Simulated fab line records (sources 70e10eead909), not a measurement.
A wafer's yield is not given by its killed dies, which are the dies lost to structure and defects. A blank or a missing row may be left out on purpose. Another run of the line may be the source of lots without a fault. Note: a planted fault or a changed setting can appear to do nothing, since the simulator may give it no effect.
The tool behind it: which one? :: flow nand harc :: 6 lots, 18 wafers sampled, at 3 steps of a route of 1302

## WHAT THE GAUGES SHOWED, per wafer
NHARC_END_SORT_01.
lot: L117
measured: day 25 14:14
on: prober-02
killed dies: 82 83 78

lot: L130
measured: day 30 14:16
on: prober-01
killed dies: 677 677 677

lot: L132
measured: day 32 20:56
on: prober-01
killed dies: 69 77 66

lot: L135
measured: day 33 12:11
on: prober-02
killed dies: 47 37 42

lot: L136
measured: day 34 01:32
on: prober-01
killed dies: 56 44 55

## EACH LOT AND THE TOOL THAT RAN IT (in order: tool; ch and the chambers of the sampled wafers; start)
lot: L117
NHARC_A_CONTACT_ETCH_77: rie diel-08 ch 1,2, day 23 07:41 or earlier
NHARC_A_CONTACT_ETCH_128: har cap etch-02 ch 0,1, day 23 07:41

lot: L121
NHARC_A_CONTACT_ETCH_77: rie diel-08 ch 2,3, day 25 10:46 or earlier
NHARC_A_CONTACT_ETCH_128: har cap etch-03 ch 0,1, day 25 10:46

lot: L130
NHARC_A_CONTACT_ETCH_77: rie diel-08 ch 0,2,3, day 28 07:11 or earlier
NHARC_A_CONTACT_ETCH_128: har cap etch-02 ch 0,1, day 28 07:11

lot: L132
NHARC_A_CONTACT_ETCH_77: rie diel-08 ch 0,1,3, day 29 23:30 or earlier
NHARC_A_CONTACT_ETCH_128: har cap etch-02 ch 0,1, day 29 23:30

lot: L135
NHARC_A_CONTACT_ETCH_77: rie diel-04 ch 0,1, day 31 01:54 or earlier
NHARC_A_CONTACT_ETCH_128: har cap etch-03 ch 0,1, day 31 01:54

lot: L136
NHARC_A_CONTACT_ETCH_77: rie diel-08 ch 0,3, day 31 17:56 or earlier
NHARC_A_CONTACT_ETCH_128: har cap etch-03 ch 0,1, day 31 17:56
- NHARC_A_CONTACT_ETCH_77: etches the open film in CF4/CHF3, target depth 108.9 nm, time 54.5 s.
- NHARC_A_CONTACT_ETCH_128: etches the open film in C4F8/O2/Ar, time 197 s, target depth 1918 nm.

## THE ANSWER, worked out from the rows above alone
Rule: what is usual is taken from the lots themselves. The widest of any qualifying gaps counts: lots, ordered by their means at a reading, are off when they make up no more than a third of the lots, leave a main group of 4 or more, and stand apart from it by 3 or more times the standard deviation of that group's means. The tables above print the reading to a certain number of digits; a main group whose means all agree to those digits is not used. Also off: a lot with no number at a reading for which 4 or more lots have one. The other lots that the step has rows for count as sound.
Off: L130 (NHARC_END_SORT_01, killed dies). The main group: mean 61, standard deviation 15. Neither off nor sound, because the step has no rows for them: L121.
A tool fits if, at a process step before that reading, it ran every lot that is off, and no sound lot after the first of them. Those tools and the gauges at NHARC_END_SORT_01 are tried in the same way. With no start given for some of its lots, NHARC_A_CONTACT_ETCH_77 uses the hours and lot order of NHARC_A_CONTACT_ETCH_128. None of those tried fits.

## WHAT THE SIMULATOR PUT IN
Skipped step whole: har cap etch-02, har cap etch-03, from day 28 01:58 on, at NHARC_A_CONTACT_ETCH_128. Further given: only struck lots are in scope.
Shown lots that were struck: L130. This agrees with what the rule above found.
